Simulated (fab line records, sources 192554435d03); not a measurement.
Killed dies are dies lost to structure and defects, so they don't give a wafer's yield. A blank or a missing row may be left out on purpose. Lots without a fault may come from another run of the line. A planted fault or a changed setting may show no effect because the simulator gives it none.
Chamber matching | flow n5_finfet | N5_DUMMY_GATE_ETCH_44 on rie_si-01: 4 sister chambers
The step etches poly-Si in HBr/O2, stops on SiO2, target depth 127.5 nm. 8 wafers are shown with their chamber, then 10 later ones without.

WAFERS WITH THEIR CHAMBER
wafer  | chamber | throttle_valve_pct (%) | he_backside_leak_sccm (sccm)
L078.3 | 2       | 18.84                  | 2.64
L081.6 | 1       | 18.45                  | 2.87
L084.6 | 1       | 18.46                  | 2.92
L085.1 | 3       | 18.35                  | 2.70
L085.4 | 2       | 18.83                  | 2.73
L085.5 | 0       | 18.37                  | 2.51
L088.2 | 3       | 18.38                  | 2.70
L088.3 | 0       | 18.39                  | 2.49

WAFERS WITHOUT THEIR CHAMBER
wafer  | throttle_valve_pct (%) | he_backside_leak_sccm (sccm)
L088.5 | 18.36                  | 2.68
L089.1 | 18.37                  | 2.34
L089.3 | 18.45                  | 2.95
L089.4 | 18.85                  | 2.80
L090.4 | 18.85                  | 2.87
L090.5 | 18.37                  | 2.69
L090.6 | 18.84                  | 2.80
L091.1 | 18.39                  | 2.83
L091.2 | 18.85                  | 2.58
L091.4 | 18.36                  | 2.44

WHICH CHAMBER EACH WENT THROUGH
wafer  | from the rows above     | in truth
L088.5 | 3                       | 3
L089.1 | 0                       | 0
L089.3 | 1                       | 1
L089.4 | 2                       | 2
L090.4 | 2                       | 2
L090.5 | 3                       | 3
L090.6 | 2                       | 2
L091.1 | can't be placed: 3 or 1 | 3
L091.2 | 2                       | 2
L091.4 | 0                       | 0
Placed correctly: 9 of 10. Can't be placed from these rows: 1 (the true chamber is among the candidates in 1). Placed wrongly: 0.
How it was worked out, from the rows above alone: a wafer's distance from a chamber is the root of the sum, over the readings, of the square of ((its reading less the chamber's mean) divided by the reading's scatter). The wafer belongs to the nearest chamber; if the next one is less than 2 further off, it can't be placed. A chamber's mean is the mean of its shown wafers. The scatter: the root of (the sum of the squares of (reading less its chamber's mean) over the shown wafers, divided by (wafers less chambers)).
